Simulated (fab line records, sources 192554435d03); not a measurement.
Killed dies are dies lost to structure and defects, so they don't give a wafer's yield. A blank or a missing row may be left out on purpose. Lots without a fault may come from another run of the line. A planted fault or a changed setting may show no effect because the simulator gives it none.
One fault seen from 2 desks | flow n5_finfet | each desk has only its own numbers; what lay behind them comes last

THE TOOL OWNER'S DESK: euv_scanner-01
The tool's own readings at N5_BEOL_M0_SAQP_EXPOSE_37 (exposes mask M0 CUT1, target cd 30 nm): means of the sampled wafers that have a number, for each lot that ran on this tool. A lot is out of limits, marked OUT, if its mean lies more than 4 standard deviations from the usual mean; the brackets give that distance.
Columns: A = exposure_dose_mJ_cm2 at N5_BEOL_M0_SAQP_EXPOSE_37, usual 44.72
lot  | first seen here | A
L823 | day 6 00:41     | 44.69
L824 | day 6 04:32     | 44.75
L826 | day 7 00:45     | 43.39 (-31) OUT
L829 | day 7 16:26     | 43.88 (-19) OUT
L831 | day 7 23:34     | 44.05 (-16) OUT
This desk's finding: out of limits on L826, L829, L831; first on L826, day 7 00:45 (exposure_dose_mJ_cm2 at N5_BEOL_M0_SAQP_EXPOSE_37). In limits: L823, L824.

THE METROLOGY DESK
What the gauges read, lot by lot, whatever tool the lot ran on: means of the sampled wafers that have a number. A lot is out of limits, marked OUT, if its mean lies more than 4 standard deviations from the usual mean; the brackets give that distance. Of its 10 readings 7 are shown: those that lie furthest out on some lot.
Columns: A = DIBL_N at N5_BEOL_M4_RC_MEAS_101, usual 35.9 mV/V; B = DIBL_P at N5_BEOL_M4_RC_MEAS_101, usual 36.3 mV/V; C = IOFF_N at N5_BEOL_M4_RC_MEAS_101, usual 0.153 nA/um; D = IOFF_P at N5_BEOL_M4_RC_MEAS_101, usual 0.208 nA/um; E = ION_P at N5_BEOL_M4_RC_MEAS_101, usual 462 uA/um; F = SS_P at N5_BEOL_M4_RC_MEAS_101, usual 73.3 mV/dec; G = VT_P at N5_BEOL_M4_RC_MEAS_101, usual -250.5 mV
lot  | first seen here | A    | B    | C     | D     | E   | F    | G
L823 | day 8 15:58     | 36.7 | 36.8 | 0.172 | 0.206 | 460 | 73.6 | -251.8
L824 | day 9 02:06     | 34.0 | 36.5 | 0.146 | 0.203 | 462 | 73.6 | -251.1
L826 | day 9 11:50     | 35.5 | 35.4 | 0.145 | 0.195 | 461 | 72.6 | -251.1
L829 | day 10 09:09    | 37.8 | 38.8 | 0.184 | 0.240 | 470 | 74.4 | -249.3
L831 | day 10 11:12    | 36.8 | 37.6 | 0.159 | 0.206 | 465 | 73.4 | -249.7
L832 | day 10 20:38    | 35.4 | 34.7 | 0.132 | 0.207 | 464 | 73.1 | -246.3
L834 | day 11 11:40    | 35.5 | 34.0 | 0.138 | 0.188 | 453 | 73.3 | -252.7
L839 | day 12 15:20    | 34.7 | 35.9 | 0.134 | 0.169 | 456 | 73.2 | -255.1
L842 | day 13 21:12    | 34.5 | 36.6 | 0.147 | 0.198 | 465 | 73.2 | -251.8
This desk's finding: nothing out of limits on any of the 9 lots.

PUT TOGETHER
The tool owner's desk could have raised an alarm at day 7 00:45, on L826, L829, L831.
The metrology desk saw nothing out of limits.
The metrology desk has L826, L829, L831 on record, within its limits.
Of the lots named, all ran N5_BEOL_M0_SAQP_EXPOSE_37 on euv_scanner-01.

WHAT THE SIMULATOR HAD PUT IN
Process parameter drift: euv_scanner-01, from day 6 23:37 on, at N5_BEOL_M0_SAQP_EXPOSE_37. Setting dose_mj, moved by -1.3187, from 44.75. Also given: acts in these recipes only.
Lots struck among those shown: L826, L829, L831.
Hours from the fault's start to each desk's first reading out of limits: the tool owner's desk, 1.
